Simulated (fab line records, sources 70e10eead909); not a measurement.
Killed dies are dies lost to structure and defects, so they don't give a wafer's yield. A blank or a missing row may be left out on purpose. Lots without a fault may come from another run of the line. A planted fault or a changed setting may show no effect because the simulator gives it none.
Chamber matching | flow nand_harc | NHARC_A_STAIRCASE_ETCH_444 on rie_diel-11: 4 sister chambers
The step etches the open film in C4F8/O2, target depth 10200 nm, time 3400 s. 22 wafers are shown with their chamber, then 11 later ones without.

WAFERS WITH THEIR CHAMBER
wafer  | chamber | rf_vpp_V (V) | oes_product_au (a.u.)
L078.1 | 1       | 801          | 0.909
L078.3 | 3       | 804          | 0.935
L078.5 | 3       | 803          | 0.934
L079.4 | 2       | 807          | 0.927
L079.5 | 1       | 800          | 0.902
L079.6 | 2       | 808          | 0.918
L082.1 | 0       | 808          | 0.927
L082.2 | 2       | 807          | 0.921
L082.3 | 3       | 805          | 0.944
L082.4 | 1       | 799          | 0.905
L082.5 | 3       | 806          | 0.936
L082.6 | 2       | 808          | 0.926
L081.2 | 2       | 808          | 0.907
L081.3 | 3       | 804          | 0.932
L081.5 | 0       | 808          | 0.920
L084.1 | 0       | 808          | 0.923
L084.2 | 3       | 805          | 0.924
L084.3 | 2       | 809          | 0.917
L087.3 | 0       | 808          | 0.936
L087.4 | 1       | 801          | 0.966
L087.5 | 2       | 809          | 0.961
L090.2 | 1       | 800          | 0.965

SIGNATURES (means of the wafers above)
reading        | chamber 0 | chamber 1 | chamber 2 | chamber 3 | scatter within a chamber
rf_vpp_V       | 808.00    | 800.20    | 808.00    | 804.50    | 0.827
oes_product_au | 0.92650   | 0.92940   | 0.92529   | 0.93417   | 0.019
Rule: a wafer's distance from a chamber is the root of the sum, over the readings, of the square of ((its reading less the chamber's mean) divided by the reading's scatter). The wafer belongs to the nearest chamber; if the next one is less than 2 further off, it can't be placed. The scatter: the root of (the sum of the squares of (reading less its chamber's mean) over the shown wafers, divided by (wafers less chambers)).

WAFERS WITHOUT THEIR CHAMBER
wafer  | rf_vpp_V (V) | oes_product_au (a.u.)
L090.3 | 808          | 0.960
L090.4 | 805          | 0.974
L091.1 | 807          | 0.943
L091.2 | 808          | 0.962
L091.6 | 799          | 0.966
L094.2 | 798          | 0.932
L094.3 | 804          | 0.915
L094.4 | 809          | 0.921
L097.3 | 804          | 0.908
L097.4 | 809          | 0.936
L097.6 | 806          | 0.920

WHICH CHAMBER EACH WENT THROUGH
wafer  | from the rows above          | in truth
L090.3 | can't be placed: 0 or 2      | 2
L090.4 | 3                            | 3
L091.1 | can't be placed: 0 or 2 or 3 | 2
L091.2 | can't be placed: 0 or 2      | 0
L091.6 | 1                            | 1
L094.2 | 1                            | 1
L094.3 | 3                            | 3
L094.4 | can't be placed: 2 or 0      | 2
L097.3 | 3                            | 3
L097.4 | can't be placed: 0 or 2      | 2
L097.6 | can't be placed: 3 or 2 or 0 | 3
Placed correctly: 5 of 11. Can't be placed from these rows: 6 (the true chamber is among the candidates in 6). Placed wrongly: 0.
